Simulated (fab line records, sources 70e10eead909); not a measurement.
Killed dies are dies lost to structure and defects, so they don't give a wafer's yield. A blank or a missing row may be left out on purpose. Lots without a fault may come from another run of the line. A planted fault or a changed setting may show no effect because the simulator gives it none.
fab line records | flow nand_harc
record lots=6 wafers=16 last_day=33
route steps=1302 shown P_CONTACT@228 END@1302
lots that met no fault: from a run of the same line without faults
start_h: hours from the record's first day to the start of the lot's first wafer shown | wait_h: hours since the lot's step before | " the same as in the row above | L1.1+2: a row that stands for several wafers | - no value, or no start given | * or withheld: withheld | < > ~ a bound
route shown NAME@n: a module of which the file shows steps, and the number in the route of the first | usual: mean/standard deviation of fault-free wafers | same: alike in all rows | chamber/n: place in a boat | sites: the reading at each site | _std_site: their standard deviation | _edge_site: outer sites' mean less inner sites' | radius_mm: how far each site lies from the wafer's centre | mask NAME#n: copy n | behind: the tool/chamber that last shaped the wafer | hold: why the lot was held/for how many hours/how that ended | device: the transistor (n, p or np) that didn't switch | end of line: the same wafers' tests at the end of the route | a step without rows: its recipe alone | killed: dies lost to structure and defects at the first sort, not the wafer's yield | map: a wafer's dies, x killed, . not, _ none there
set.NAME: the setting as run; set.NAME@STEP: as run at that earlier step | model.NAME: the simulator's own value behind a step, which no gauge read
lots at some steps of the route; a table a step, a row a wafer
services: from which hour (start_h, from the record's first day; less than 0 if before it) a tool's chamber was out of use, for how many hours, and why
## steps
# step NHARC_P_CONTACT_EBR_08
# step NHARC_P_CONTACT_EXPOSE_09
# recipe na=1.35 target_cd_nm=90 dose_mj=81.26 mask_id=P_CA
# step NHARC_P_CONTACT_PEB_10
# recipe peb_temp_c=100 peb_time_s=65
# step NHARC_P_CONTACT_DEVELOP_11
# recipe develop_time_s=35 dev_temp_c=23
# step NHARC_P_CONTACT_CD_MEAS_12
# recipe target_cd_nm=90 landing_energy_ev=500
# usual cd_nm=89.6/0.81
# columns lot.wafer tool chamber start_h wait_h cd_nm
L243.1 cd_sem-03 0 164.95 - 87.5
L243.5 " 0 " " 88.6
L243.6 " 0 " " 88.5
L245.2 cd_sem-02 0 185.00 - 90.7
L245.3 " 0 " " 90.2
L245.4 " 0 " " 89.8
L250.1 cd_sem-03 0 236.31 - 89.8
L250.3 " 0 " " 90.3
L252.2 cd_sem-02 0 260.27 - 90.5
L252.6 " 0 " " 90.2
L257.1 cd_sem-02 0 303.71 - 89.8
L257.3 " 0 " " 90.6
L257.4 " 0 " " 89.2
L260.2 cd_sem-03 0 337.75 - 89.5
L260.3 " 0 " " 90.7
L260.5 " 0 " " 89.0
# step NHARC_P_CONTACT_OVL_MEAS_13
# usual overlay_x_nm=-0.2/0.94 overlay_y_nm=-0.1/0.94
# columns lot.wafer tool chamber start_h wait_h overlay_x_nm overlay_y_nm
L243.1 overlay-01 - 165.04 - -1.4 0.2
L243.5 " - " " -1.3 -0.3
L243.6 " - " " -1.2 -0.5
L245.2 overlay-02 - 185.08 - 1.3 0.5
L245.3 " - " " 1.9 -0.2
L245.4 " - " " 1.4 0.1
L250.1 overlay-01 - 236.40 - 0.0 0.7
L250.3 " - " " -0.3 0.6
L252.2 overlay-01 - 260.35 - -0.7 -1.7
L252.6 " - " " -0.5 -1.3
L257.1 overlay-01 - 303.80 - 1.9 -0.7
L257.3 " - " " 1.5 -0.4
L257.4 " - " " 1.5 -0.7
L260.2 overlay-01 - 337.84 - 0.3 0.1
L260.3 " - " " 0.2 0.5
L260.5 " - " " 0.7 0.9
# step NHARC_P_CONTACT_INSPECT_14
# usual raw_defect_count=3.8/2.5
# columns lot.wafer tool chamber start_h wait_h raw_defect_count
L243.1 defect_inspect-01 - 165.07 0.0 8
L243.5 " - " " 5
L243.6 " - " " 10
L245.2 defect_inspect-01 - 185.12 0.0 2
L245.3 " - " " 4
L245.4 " - " " 4
L250.1 defect_inspect-01 - 236.44 0.0 5
L250.3 " - " " 1
L252.2 defect_inspect-01 - 260.39 0.0 5
L252.6 " - " " 2
L257.1 defect_inspect-02 - 303.83 0.0 2
L257.3 " - " " 3
L257.4 " - " " 5
L260.2 defect_inspect-02 - 337.87 0.0 7
L260.3 " - " " 0
L260.5 " - " " 8
# step NHARC_P_CONTACT_DESCUM_17
# recipe time_s=3 o2_flow_sccm=200 ar_flow_sccm=0 bias_power_w=0 chemistry=O2
# usual drypump_motor_current_A=5.6/0.44 oes_product_au=1.004/0.012 rf_vpp_V=57.8/0.89 showerhead_plenum_p_Torr=1.93/0.075 throttle_valve_pct=11.311/0.0097
# same bias_power_w=0
# columns lot.wafer tool chamber start_h wait_h drypump_motor_current_A oes_product_au rf_hours_counter_h rf_vpp_V showerhead_plenum_p_Torr throttle_valve_pct
L243.1 rie_diel-04 0 165.16 0.1 4.9 1.013 5.6 57.3 1.88 11.318
L243.6 " 1 " " 5.9 1.002 - 57.2 2.04 11.299
L243.5 " 2 " " 5.4 1.001 - 59.6 2.05 11.309
L245.4 rie_diel-06 1 185.18 0.1 5.8 1.024 0.7 57.5 1.96 11.305
L245.2 " 2 " " 6.1 0.998 0.7 57.8 1.91 11.321
L245.3 " 3 " " 5.0 1.014 0.7 57.6 1.83 11.325
L250.3 rie_diel-06 2 236.51 0.1 6.1 1.006 2.5 59.0 1.91 11.306
L250.1 " 0 " " 5.9 0.997 2.1 57.6 1.87 11.312
L252.2 rie_diel-06 2 260.48 0.1 6.2 1.006 3.4 59.1 1.91 11.305
L252.6 " 3 " " 5.0 1.010 - 58.0 1.83 11.309
L257.4 rie_diel-04 2 303.89 0.1 5.4 0.985 4.8 59.0 2.05 11.292
L257.3 " 3 " " 5.5 1.009 4.8 57.5 1.88 11.311
L257.1 " 1 " " 5.9 0.991 4.1 58.3 2.04 11.319
L260.2 rie_diel-06 3 337.93 0.1 5.0 1.016 0.3 56.3 1.83 11.302
L260.3 " 1 " " 5.9 0.999 0.3 58.9 1.96 11.313
L260.5 " 0 " " 5.9 1.008 - 57.8 1.87 11.316
# step NHARC_P_CONTACT_ETCH_35
# recipe target_depth_a=390 over_etch_frac=0.3 time_s=65 ion_energy_ev=80 cf4_flow_sccm=150 ar_flow_sccm=0 rf_w=300 bias_w=100 chemistry=CF4
# usual drypump_motor_current_A=5.6/0.44 oes_product_au=1.005/0.012 rf_vpp_V=151.4/1.1 run_length_s=86.2/0.5 showerhead_plenum_p_Torr=1.78/0.064 throttle_valve_pct=13.284/0.0095
# same over_etch_frac=0.3
# columns lot.wafer tool chamber start_h wait_h drypump_motor_current_A oes_product_au rf_hours_counter_h rf_vpp_V run_length_s showerhead_plenum_p_Torr throttle_valve_pct
L243.1 rie_diel-04 3 165.23 0.1 5.5 1.001 9.9 150.4 86.8 1.74 13.295
L243.5 " 1 " " 5.9 1.015 - 152.6 87.2 1.88 13.284
L243.6 " 2 " " 5.4 0.999 - 152.4 86.5 1.89 13.286
L245.2 rie_diel-06 2 185.27 0.1 6.1 1.012 0.7 152.6 85.9 1.77 13.277
L245.4 " 0 " " 5.9 0.999 0.7 151.0 86.3 1.73 13.272
L245.3 " 1 " " 5.9 1.029 0.7 152.1 86.7 1.81 13.273
L250.1 rie_diel-06 2 236.59 0.1 6.2 1.003 2.5 153.1 85.6 1.77 13.287
L250.3 " 0 " " 5.9 1.001 2.1 149.7 85.9 1.73 13.299
L252.2 rie_diel-06 3 260.54 0.1 5.0 1.015 3.1 150.2 85.4 1.70 13.284
L252.6 " 3 " " 5.0 1.004 - 151.6 85.4 1.70 13.295
L257.1 rie_diel-04 1 303.98 0.1 5.9 0.997 4.1 152.3 86.9 1.87 13.275
L257.4 " 2 " " 5.4 0.997 4.8 151.7 86.6 1.88 13.293
L257.3 " 0 " " 4.9 1.032 4.7 150.5 86.0 1.74 13.291
L260.2 rie_diel-06 1 338.02 0.1 5.8 0.989 0.3 152.5 86.4 1.81 13.299
L260.3 " 0 " " 5.9 1.009 0.2 150.7 85.9 1.73 13.292
L260.5 " 2 " " 6.1 1.012 - 151.0 85.6 1.76 13.270
# step NHARC_P_CONTACT_ETCH_36
# recipe target_depth_a=2600 over_etch_frac=0.25 time_s=406.25 ion_energy_ev=200 n2_flow_sccm=150 h2_flow_sccm=150 ar_flow_sccm=0 rf_w=400 bias_w=150 chemistry=N2/H2
# usual drypump_motor_current_A=5.6/0.42 oes_product_au=1.003/0.012 rf_vpp_V=430.9/2.4 run_length_s=427.5/0.49 showerhead_plenum_p_Torr=2.06/0.082 throttle_valve_pct=14.171/0.0091
# same over_etch_frac=0.25
# columns lot.wafer tool chamber start_h wait_h drypump_motor_current_A oes_product_au rf_hours_counter_h rf_vpp_V run_length_s showerhead_plenum_p_Torr throttle_valve_pct
L243.1 rie_diel-04 3 - - 5.5 0.998 9.9 429.9 427.4 2.00 14.167
L243.6 " 3 " " 5.5 0.996 - 428.7 427.6 2.00 14.163
L243.5 " 0 " " 4.9 1.007 - 430.4 427.3 2.00 14.184
L245.3 rie_diel-06 2 - - 6.2 1.005 0.8 431.2 427.1 2.04 14.163
L245.4 " 0 " " 5.9 0.989 0.7 429.4 427.4 1.99 14.176
L245.2 " 1 " " 5.8 1.008 0.8 433.2 427.5 2.09 14.170
L250.1 rie_diel-06 1 - - 5.8 1.022 2.4 433.0 427.6 2.09 14.165
L250.3 " 0 " " 5.9 0.995 2.1 430.4 426.9 1.99 14.176
L252.2 rie_diel-06 2 - - 6.2 1.001 3.4 428.5 427.1 2.03 14.171
L252.6 " 0 " " 5.9 1.005 - 427.7 427.1 1.99 14.174
L257.3 rie_diel-04 1 - - 5.9 1.005 4.2 435.1 428.3 2.18 14.161
L257.4 " 2 " " 5.4 0.999 4.9 435.3 427.9 2.19 14.176
L257.1 " 0 " " 4.9 1.032 4.8 430.6 427.6 2.00 14.171
L260.3 rie_diel-06 1 - - 5.8 0.989 0.4 432.5 428.1 2.09 14.174
L260.2 " 2 " " 6.2 1.000 0.4 429.8 426.8 2.03 14.181
L260.5 " 1 " " 5.9 0.992 - 430.4 427.9 2.09 14.172
# step NHARC_P_CONTACT_ETCH_18
# recipe target_depth_a=4810 time_s=240.5 c4f8_flow_sccm=20 o2_flow_sccm=10 ar_flow_sccm=withheld rf_w=600 bias_w=1500 chemistry=C4F8/O2/Ar
# usual oes_product_au=0.961/0.02 rf_vpp_V=979/5.1 run_length_s=261.8/0.5
# columns lot.wafer tool chamber start_h wait_h oes_product_au rf_hours_counter_h rf_vpp_V run_length_s
L243.1 rie_diel-04 2 - - 0.954 9.9 988 262.2
L243.5 " 2 " " 0.966 - 988 262.0
L243.6 " 3 " " 0.954 - 977 261.6
L245.4 rie_diel-06 1 - - 0.982 0.9 982 261.8
L245.3 " 2 " " 0.973 1.0 978 261.0
L245.2 " 3 " " 0.987 1.0 973 261.7
L250.3 rie_diel-06 0 - - 0.915 2.2 975 261.3
L250.1 " 1 " " 0.944 2.6 982 261.7
L252.2 rie_diel-06 1 - - 0.990 3.3 980 262.2
L252.6 " 0 " " 0.957 - 977 261.1
L257.3 rie_diel-04 0 - - 0.997 4.8 976 261.6
L257.1 " 1 " " 0.967 4.4 987 262.4
L257.4 " 2 " " 0.960 5.1 987 261.9
L260.2 rie_diel-06 1 - - 0.953 0.6 981 261.8
L260.3 " 3 " " 0.971 0.5 972 261.0
L260.5 " 0 " " 0.960 - 975 261.1
# step NHARC_P_CONTACT_STRIP_37
# recipe c4f8_flow_sccm=withheld o2_flow_sccm=8 ar_flow_sccm=withheld bias_w=0 chemistry=C4F8/O2/Ar
# step NHARC_P_CONTACT_ETCH_31
# recipe target_depth_a=300 time_s=85.7 ion_energy_ev=120 over_etch_frac=1 ch3f_flow_sccm=50 o2_flow_sccm=30 ar_flow_sccm=200 rf_w=500 bias_w=100 chemistry=CH3F/O2
# usual drypump_motor_current_A=5.6/0.43 oes_product_au=0.982/0.015 rf_vpp_V=244.7/1.6 run_length_s=107.0/0.53 showerhead_plenum_p_Torr=2.48/0.093 throttle_valve_pct=20.663/0.0097
# same over_etch_frac=1
# columns lot.wafer tool chamber start_h wait_h drypump_motor_current_A oes_product_au rf_hours_counter_h rf_vpp_V run_length_s showerhead_plenum_p_Torr throttle_valve_pct
L243.1 rie_diel-04 0 165.90 - 4.9 0.992 5.9 241.8 107.2 2.42 20.672
L243.5 " 1 " " 5.9 0.969 - 245.4 107.4 2.61 20.664
L243.6 " 2 " " 5.4 0.976 - 246.3 107.2 2.63 20.664
L245.3 rie_diel-06 1 185.93 - 5.8 0.997 1.0 244.8 107.8 2.51 20.663
L245.2 " 2 " " 6.2 0.978 1.1 243.8 106.7 2.45 20.670
L245.4 " 3 " " 5.0 0.996 1.0 243.6 106.0 2.36 20.661
L250.1 rie_diel-06 1 237.63 - 5.8 0.969 2.6 245.2 107.4 2.51 20.676
L250.3 " 0 " " 5.9 0.948 2.3 242.5 73.3 2.40 20.687
L252.2 rie_diel-06 3 261.20 - 5.0 0.985 3.3 242.4 73.6 2.36 20.668
L252.6 " 3 " " 5.0 0.984 - 243.2 106.4 2.36 20.675
L257.4 rie_diel-04 1 304.64 - 5.9 0.972 4.5 245.4 107.8 2.61 20.673
L257.1 " 2 " " 5.4 0.963 5.1 247.4 107.3 2.63 20.669
L257.3 " 3 " " 5.5 0.985 5.0 244.1 107.3 2.41 20.657
L260.2 rie_diel-06 0 338.69 - 5.9 0.997 0.6 243.2 106.8 2.40 20.669
L260.3 " 1 " " 5.8 0.989 0.7 246.1 107.0 2.51 20.681
L260.5 " 3 " " 5.0 0.998 - 242.8 106.2 2.36 20.662
# step NHARC_P_CONTACT_CD_MEAS_19
# usual cd_nm=90.0/1.8
# columns lot.wafer tool chamber start_h wait_h cd_nm
L243.1 cd_sem-01 - 166.00 - 89.9
L243.5 " - " " 89.4
L243.6 " - " " 88.3
L245.2 cd_sem-02 - 186.05 - 91.5
L245.3 " - " " 92.7
L245.4 " - " " 92.5
L250.1 cd_sem-01 - 237.75 - 87.3
L250.3 " - " " 92.2
L252.2 cd_sem-03 - 261.33 - 91.3
L252.6 " - " " 89.7
L257.1 cd_sem-01 - 304.76 - 91.3
L257.3 " - " " 89.8
L257.4 " - " " 87.5
L260.2 cd_sem-02 - 338.81 - 91.1
L260.3 " - " " 90.6
L260.5 " - " " 88.7
# step NHARC_END_SORT_01
# recipe temp_c=25
# usual killed_at_array=63/27 killed_at_other=0.7/1.2 killed_at_periphery=3.1/2 killed_dies=67/28 killed_open=3.0/1.9 killed_short=2.2/1.5
# same gross_dies=677
# columns lot.wafer tool chamber start_h wait_h killed_at_array killed_at_other killed_at_periphery killed_dies killed_open killed_short
L243.1 prober-01 0 605.55 2.5 96 2 4 102 2 0
L243.5 prober-01 0 608.74 3.7 102 1 5 108 2 4
L243.6 prober-01 0 609.54 4.0 101 2 4 107 2 1
L245.2 prober-01 0 623.97 2.8 106 0 4 110 8 5
L245.3 prober-01 0 624.76 3.1 106 3 1 110 3 0
L245.4 prober-01 0 625.55 3.4 92 3 5 100 6 5
L250.1 prober-02 0 669.58 2.5 30 3 1 34 3 4
L250.3 prober-02 0 671.18 3.1 35 1 0 36 3 1
L252.2 prober-02 0 700.04 2.8 47 1 8 56 3 1
L252.6 prober-02 0 703.24 4.0 42 2 2 46 1 2
L257.1 prober-02 0 771.54 2.5 92 0 1 93 2 2
L257.3 prober-02 0 773.14 3.1 80 1 2 83 3 3
L257.4 prober-02 0 773.94 3.4 94 0 1 95 4 4
L260.2 prober-01 0 782.48 2.8 76 0 4 80 7 3
L260.3 prober-01 0 783.28 3.1 69 0 0 69 2 2
L260.5 prober-01 0 784.88 3.7 56 0 2 58 9 2
# killed by level:class
L243.1 A_CHANNEL_HOLE_D2:chamber_film_flake=32 A_SLIT:chamber_film_flake=31 A_CHANNEL_HOLE_D1:chamber_film_flake=27 A_CHANNEL_FILL_D1:chamber_film_flake=2 A_DECK1_JOINT:chamber_film_flake=2 P_M0:geometric_particle:open=1 A_DECK1_JOINT:geometric_particle:open=1 P_ZERO_WELL:chamber_film_flake=1
L243.5 A_SLIT:chamber_film_flake=32 A_CHANNEL_HOLE_D1:chamber_film_flake=30 A_CHANNEL_HOLE_D2:chamber_film_flake=29 P_GATE:chamber_film_flake=3 A_CONTACT:chamber_film_flake=3 A_ONON_D2:geometric_particle:short=2 P_CONTACT:geometric_particle:open=1 A_CHANNEL_HOLE_D1:geometric_particle:short=1
L243.6 A_CHANNEL_HOLE_D1:chamber_film_flake=34 A_CHANNEL_HOLE_D2:chamber_film_flake=31 A_SLIT:chamber_film_flake=28 P_GATE:chamber_film_flake=3 A_STAIRCASE:chamber_film_flake=2 A_M1:chamber_film_flake=2 A_ONON_D2:geometric_particle:short=1 A_WL_FILL:geometric_particle:open=1
L245.2 A_SLIT:chamber_film_flake=40 A_CHANNEL_HOLE_D1:chamber_film_flake=25 A_CHANNEL_HOLE_D2:chamber_film_flake=20 A_CHANNEL_FILL_D1:chamber_film_flake=3 A_CONTACT:chamber_film_flake=3 A_CHANNEL_FILL_D1:geometric_particle:open=2 A_WL_FILL:geometric_particle:open=2 A_STAIRCASE:chamber_film_flake=2
L245.3 A_SLIT:chamber_film_flake=43 A_CHANNEL_HOLE_D1:chamber_film_flake=26 A_CHANNEL_HOLE_D2:chamber_film_flake=20 A_CONTACT:chamber_film_flake=7 A_WL_FILL:chamber_film_flake=3 THIN_TSV:chamber_film_flake=3 A_STAIRCASE:chamber_film_flake=2 A_CHANNEL_HOLE_D1:geometric_particle:open=1
L245.4 A_SLIT:chamber_film_flake=32 A_CHANNEL_HOLE_D2:chamber_film_flake=27 A_CHANNEL_HOLE_D1:chamber_film_flake=16 A_CONTACT:chamber_film_flake=5 A_STAIRCASE:chamber_film_flake=4 THIN_TSV:chamber_film_flake=3 P_GATE:geometric_particle:open=1 P_CONTACT:geometric_particle:open=1
L250.1 A_CHANNEL_HOLE_D1:chamber_film_flake=8 A_DECK1_JOINT:chamber_film_flake=4 A_SLIT:chamber_film_flake=4 A_CONTACT:chamber_film_flake=3 THIN_TSV:chamber_film_flake=3 A_M0:geometric_particle:short=2 A_BLC:chamber_film_flake=2 A_ONON_D1:geometric_particle:open=1
L250.3 A_CHANNEL_HOLE_D1:chamber_film_flake=11 A_CONTACT:chamber_film_flake=7 A_SLIT:chamber_film_flake=3 A_ZERO_WELL:chamber_film_flake=2 A_DECK1_JOINT:chamber_film_flake=2 A_BLC:chamber_film_flake=2 A_CHANNEL_FILL_D1:geometric_particle:short=1 A_CHANNEL_FILL_D1:geometric_particle:open=1
L252.2 A_SLIT:chamber_film_flake=31 A_CONTACT:chamber_film_flake=6 P_M1:chamber_film_flake=4 A_CHANNEL_HOLE_D1:chamber_film_flake=4 A_CHANNEL_FILL_D2:geometric_particle:open=2 P_ZERO_WELL:chamber_film_flake=2 A_ONON_D1:geometric_particle:short=1 A_CHANNEL_HOLE_D1:geometric_particle:open=1
L252.6 A_SLIT:chamber_film_flake=31 A_CHANNEL_HOLE_D1:chamber_film_flake=3 THIN_TSV:chamber_film_flake=2 P_CONTACT:geometric_particle:open=1 A_ONON_D1:geometric_particle:short=1 A_DECK1_JOINT:geometric_particle:short=1 P_M1:chamber_film_flake=1 A_DECK1_JOINT:chamber_film_flake=1
L257.1 A_CHANNEL_HOLE_D1:chamber_film_flake=36 A_SLIT:chamber_film_flake=28 A_CHANNEL_HOLE_D2:chamber_film_flake=19 A_CONTACT:chamber_film_flake=5 P_CONTACT:geometric_particle:short=1 A_DECK1_JOINT:geometric_particle:short=1 A_CONTACT:geometric_particle:open=1 A_M1:geometric_particle:open=1
L257.3 A_CHANNEL_HOLE_D1:chamber_film_flake=28 A_SLIT:chamber_film_flake=24 A_CHANNEL_HOLE_D2:chamber_film_flake=13 A_CONTACT:chamber_film_flake=5 A_ZERO_WELL:chamber_film_flake=4 P_CONTACT:geometric_particle:open=1 P_M0:geometric_particle:open=1 A_CHANNEL_HOLE_D1:geometric_particle:short=1
L257.4 A_CHANNEL_HOLE_D1:chamber_film_flake=34 A_SLIT:chamber_film_flake=28 A_CHANNEL_HOLE_D2:chamber_film_flake=17 A_CONTACT:chamber_film_flake=5 A_WL_FILL:geometric_particle:short=2 A_CHANNEL_HOLE_D1:geometric_particle:short=1 A_CHANNEL_FILL_D1:geometric_particle:open=1 A_DECK1_JOINT:geometric_particle:short=1
L260.2 A_SLIT:chamber_film_flake=28 A_CHANNEL_HOLE_D2:chamber_film_flake=22 A_CONTACT:chamber_film_flake=7 A_CHANNEL_HOLE_D1:chamber_film_flake=4 A_STAIRCASE:chamber_film_flake=4 A_CHANNEL_FILL_D1:geometric_particle:open=2 A_CHANNEL_FILL_D1:geometric_particle:short=2 A_ZERO_WELL:chamber_film_flake=2
L260.3 A_CHANNEL_HOLE_D2:chamber_film_flake=25 A_SLIT:chamber_film_flake=23 A_CONTACT:chamber_film_flake=13 A_CHANNEL_HOLE_D1:chamber_film_flake=2 A_STAIRCASE:chamber_film_flake=2 A_CHANNEL_HOLE_D1:geometric_particle:short=1 A_CHANNEL_FILL_D1:geometric_particle:open=1 A_CHANNEL_FILL_D1:geometric_particle:short=1
L260.5 A_CHANNEL_HOLE_D2:chamber_film_flake=25 A_SLIT:chamber_film_flake=19 A_CHANNEL_FILL_D1:geometric_particle:open=2 A_CHANNEL_FILL_D1:geometric_particle:short=2 P_GATE:geometric_particle:open=1 P_CONTACT:geometric_particle:open=1 A_CHANNEL_HOLE_D1:geometric_particle:open=1 A_ONON_D2:geometric_particle:open=1
## services
# columns tool chamber start_h hours kind
rie_diel-06 0 163.70 - clean
rie_diel-06 1 163.70 - clean
rie_diel-06 2 163.70 - clean
rie_diel-06 3 163.70 - clean
rie_diel-04 - 177.90 9.0 pm
rie_diel-06 0 188.20 - clean
rie_diel-06 1 188.20 - clean
rie_diel-06 2 188.20 - clean
rie_diel-06 3 188.20 - clean
rie_diel-06 0 212.70 - clean
rie_diel-06 1 212.70 - clean
rie_diel-06 2 212.70 - clean
rie_diel-06 3 212.70 - clean
rie_diel-06 0 237.36 - clean
rie_diel-06 1 237.36 - clean
rie_diel-06 2 237.36 - clean
rie_diel-06 3 237.36 - clean
rie_diel-04 1 251.05 5.3 repair
rie_diel-06 0 261.86 - clean
rie_diel-04 - 278.39 0.8 repair
rie_diel-04 1 292.88 6.1 repair
rie_diel-06 - 307.20 9.0 pm
rie_diel-06 - 319.12 0.9 repair
rie_diel-06 2 328.37 6.7 repair
## key
first_sign step=NHARC_P_CONTACT_ETCH_31 reading=run_length_s direction=down sigmas=64 usual=* struck=*
effect none on later readings
met_at NHARC_P_CONTACT_ETCH_31
struck_wafers L250.3,L252.2
tester_left_out L250,L252
onset_between 185.93 237.63
fault kind=process_parameter_drift tool=rie_diel-06 chamber=- onset_h=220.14 steps=NHARC_P_CONTACT_ETCH_31 channel=time_s offset=* shape=step end_h=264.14 scope=struck_wafers_only acts_in=* stated=*
# tester_left_out: of these lots the tester's yield and bins aren't shown, on N5 and GAA mostly nor the transistor test; their killed dies are dies lost to structure and defects alone, not to doping, threshold or leakage, so they don't give the yield
